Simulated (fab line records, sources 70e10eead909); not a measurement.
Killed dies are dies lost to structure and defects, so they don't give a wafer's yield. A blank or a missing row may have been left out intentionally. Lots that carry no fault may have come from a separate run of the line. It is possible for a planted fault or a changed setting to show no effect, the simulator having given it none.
Which tool is to blame? | flow nand-harc | 14 lots with 40 wafers sampled at 6 steps, on a route of 1302 steps

== WHAT THE GAUGES SHOWED, per wafer ==
NHARC_A_ONON_D2_THK_MEAS_02: measures by ellipsometry.
lot  | measured     | on            | thk-nm (nm)
L189 | day 12 19:02 | film-metro-02 | 996 995 996
L190 | day 12 19:11 | film-metro-01 | 1018 1017 1018
L192 | day 13 01:42 | film-metro-01 | 1005 1006 1005
L197 | day 16 09:04 | film-metro-02 | 1457 1000
L198 | day 16 15:42 | film-metro-01 | 1468 1009
L201 | day 17 05:43 | film-metro-01 | 1445 988 988
L202 | day 17 21:42 | film-metro-01 | 1010 1011 1012
L203 | day 18 04:29 | film-metro-01 | 993 994 994
L206 | day 19 14:52 | film-metro-02 | 1005 1006 1006
L207 | day 20 03:16 | film-metro-01 | 1010 1010 1013
L208 | day 20 03:12 | film-metro-02 | 1015 1017 1014
L209 | day 20 17:11 | film-metro-01 | 995 994 993
L212 | day 21 16:02 | film-metro-01 | 1012 1012 1014
L211 | day 22 02:52 | film-metro-01 | 987 987 986

NHARC_END_SORT_01.
lot  | measured     | on        | killed-at-array | killed-at-other | killed-at-periphery | killed-dies | killed-open | killed-short
L203 | day 29 22:16 | prober-01 | 56 66 66        | 0 0 2           | 6 6 9               | 62 72 77    | 5 10 3      | 2 0 6
L206 | day 32 10:03 | prober-02 | 47 48 65        | 1 0 0           | 8 2 6               | 56 50 71    | 5 1 7       | 1 1 2
L207 | day 31 19:05 | prober-02 | 49 40 31        | 0 5 2           | 3 5 3               | 52 50 36    | 4 2 3       | 3 2 2
L208 | day 31 22:18 | prober-01 | 58 66 55        | 0 2 0           | 2 3 3               | 60 71 58    | 0 5 3       | 0 4 1
L209 | day 33 02:43 | prober-01 | 57 54 50        | 1 3 3           | 10 4 4              | 68 61 57    | 5 3 3       | 9 2 2

== EACH LOT AND THE TOOL THAT RAN IT (in order: tool; ch and the chambers of the sampled wafers; start) ==
lot  | NHARC_A_CHANNEL_FILL_D1_ETCHBACK_20 | NHARC_A_DECK1_JOINT_CMP_13    | NHARC_A_DECK1_JOINT_DEP_16      | NHARC_A_ONON_D2_DEP_00
L189 | rie-diel-08 ch 2,3, day 10 01:35    | cmp-02 ch 0,1, day 11 18:02   | pecvd-04 ch 1,2, day 12 18:08   | pecvd-onon-04 ch 0, day 12 18:31
L190 | rie-diel-12 ch 0,1,2, day 10 07:51  | cmp-04 ch 0,1,3, day 11 20:31 | pecvd-01 ch 0,1,2, day 12 18:17 | pecvd-onon-03 ch 0, day 12 18:40
L192 | rie-diel-09 ch 1,2, day 10 16:34    | cmp-01 ch 0,2,3, day 12 02:20 | pecvd-04 ch 1,2, day 13 00:49   | pecvd-onon-02 ch 0, day 13 01:15
L197 | rie-diel-12 ch 1,3, day 13 21:07    | cmp-01 ch 0,1, day 15 07:07   | pecvd-02 ch 0,2, day 16 08:14   | pecvd-onon-03 ch 0, day 16 08:37
L198 | rie-diel-09 ch 2,3, day 14 01:16    | cmp-01 ch 1,2, day 15 11:19   | pecvd-02 ch 1, day 16 14:50     | pecvd-onon-03 ch 0, day 16 15:14
L201 | rie-diel-12 ch 1,2, day 14 16:28    | cmp-02 ch 0,1,3, day 16 02:41 | pecvd-04 ch 0,2, day 17 04:44   | pecvd-onon-03 ch 0, day 17 05:12
L202 | rie-diel-12 ch 0,2,3, day 15 13:07  | cmp-04 ch 1,3, day 17 00:02   | pecvd-02 ch 1,2, day 17 20:52   | pecvd-onon-02 ch 0, day 17 21:11
L203 | rie-diel-08 ch 0,1,3, day 15 19:29  | cmp-04 ch 1,2,3, day 17 05:25 | pecvd-04 ch 0,2, day 18 03:36   | pecvd-onon-02 ch 0, day 18 03:59
L206 | rie-diel-08 ch 0,1, day 17 02:44    | cmp-01 ch 0,1,2, day 18 13:56 | pecvd-04 ch 0,1,2, day 19 14:00 | pecvd-onon-03 ch 0, day 19 14:22
L207 | rie-diel-08 ch 0,1, day 17 13:10    | cmp-01 ch 0,1,2, day 18 23:22 | pecvd-02 ch 0,1,2, day 20 02:28 | pecvd-onon-04 ch 0, day 20 02:56
L208 | rie-diel-09 ch 0,2,3, day 17 13:11  | cmp-04 ch 0,3, day 18 23:16   | pecvd-01 ch 0,1, day 20 02:20   | pecvd-onon-03 ch 0, day 20 02:41
L209 | rie-diel-08 ch 0,1,3, day 18 07:04  | cmp-02 ch 0,2, day 19 18:32   | pecvd-04 ch 0,1,2, day 20 16:14 | pecvd-onon-03 ch 0, day 20 16:38
L212 | rie-diel-12 ch 0,1, day 19 09:43    | cmp-01 ch 1,2,3, day 20 17:02 | pecvd-02 ch 0,2, day 21 15:09   | pecvd-onon-03 ch 0, day 21 15:35
L211 | rie-diel-08 ch 0,1, day 19 09:43    | cmp-01 ch 0,2, day 20 20:48   | pecvd-01 ch 1,2, day 22 01:58   | pecvd-onon-02 ch 0, day 22 02:25
- NHARC_A_CHANNEL_FILL_D1_ETCHBACK_20: etches the open film in C4F8/O2/Ar, target depth 27 nm, time 13.5 s.
- NHARC_A_DECK1_JOINT_CMP_13: polishes, target thk 51.023 nm.
- NHARC_A_DECK1_JOINT_DEP_16: deposits SiO2, target thk 45 nm.
- NHARC_A_ONON_D2_DEP_00: target thk 1000 nm.

== AS READ BY THE TOOLS THEMSELVES (means over the sampled wafers that have a number; for cases with no such wafer, the mark the record gives instead) ==
NHARC_A_CHANNEL_FILL_D1_ETCHBACK_20.
lot  | tool        | oes-product-au (a.u.) | rf-vpp-V (V)
L189 | rie-diel-08 | 1.00                  | 978
L190 | rie-diel-12 | 0.93                  | 983
L192 | rie-diel-09 | 1.00                  | 975
L197 | rie-diel-12 | 0.99                  | 983
L198 | rie-diel-09 | 0.93                  | 972
L201 | rie-diel-12 | 0.96                  | 981
L202 | rie-diel-12 | 1.00                  | 984
L203 | rie-diel-08 | 0.93                  | 975
L206 | rie-diel-08 | 1.01                  | 974
L207 | rie-diel-08 | 1.00                  | 972
L208 | rie-diel-09 | 0.99                  | 977
L209 | rie-diel-08 | 1.01                  | 975
L212 | rie-diel-12 | 0.92                  | 982
L211 | rie-diel-08 | 1.00                  | 977

NHARC_A_DECK1_JOINT_CMP_13.
lot  | tool   | motor-current-A (A) | time-to-endpoint-s (s)
L189 | cmp-02 | 10.9                | 11.4
L190 | cmp-04 | 11.2                | 8.3
L192 | cmp-01 | 12.0                | 7.7
L197 | cmp-01 | 11.8                | 9.1
L198 | cmp-01 | 11.4                | 9.8
L201 | cmp-02 | 11.3                | 10.1
L202 | cmp-04 | 11.2                | 7.3
L203 | cmp-04 | 12.1                | 7.1
L206 | cmp-01 | 11.9                | 9.9
L207 | cmp-01 | 11.9                | 10.4
L208 | cmp-04 | 11.7                | 6.7
L209 | cmp-02 | 11.8                | 9.1
L212 | cmp-01 | 12.2                | 10.3
L211 | cmp-01 | 11.7                | 7.6

NHARC_A_DECK1_JOINT_DEP_16.
lot  | tool     | heater-power-w (W) | throttle-valve-pct (%)
L189 | pecvd-04 | 610                | 16.1
L190 | pecvd-01 | 556                | 16.0
L192 | pecvd-04 | 637                | 16.4
L197 | pecvd-02 | 590                | 16.6
L198 | pecvd-02 | 482                | 16.1
L201 | pecvd-04 | 577                | 16.4
L202 | pecvd-02 | 480                | 16.3
L203 | pecvd-04 | 536                | 16.4
L206 | pecvd-04 | 542                | 16.4
L207 | pecvd-02 | 558                | 15.9
L208 | pecvd-01 | 593                | 16.7
L209 | pecvd-04 | 628                | 15.8
L212 | pecvd-02 | 632                | 16.2
L211 | pecvd-01 | 560                | 15.8

== THE ANSWER, worked out from the rows above alone ==
Rule: what is usual is taken from the lots themselves. Put in order of their means at a reading, lots are off if they are a third of the lots or fewer, leave a main group of 4 or more, and stand apart from it by a gap of 3 or more times the standard deviation of the main group's means; of several such gaps the widest counts. A main group is skipped when, at the precision printed for the reading in the tables above, its means are all equal. A lot without any number at a reading at which 4 lots or more have one is off too. Any other lot the step has rows for is counted as sound. After the gauges, taken in route order, come the tools' own readings; for these a lot's mean is taken, as printed above. At the first step where some lot is off, the reading lying furthest off is the one used; lots without a number count as furthest.
Off, at NHARC_A_ONON_D2_THK_MEAS_02 on thk-nm: L197, L198, L201. The main group has a mean of 1004 nm with a standard deviation of 9.9.
A tool fits if, at a process step before that reading, it ran every lot that is off, and no sound lot after the first of them. Gauges at NHARC_A_ONON_D2_THK_MEAS_02: tried the same way as those tools. Of those tried, none fits.

== WHAT THE SIMULATOR HAD PUT IN ==
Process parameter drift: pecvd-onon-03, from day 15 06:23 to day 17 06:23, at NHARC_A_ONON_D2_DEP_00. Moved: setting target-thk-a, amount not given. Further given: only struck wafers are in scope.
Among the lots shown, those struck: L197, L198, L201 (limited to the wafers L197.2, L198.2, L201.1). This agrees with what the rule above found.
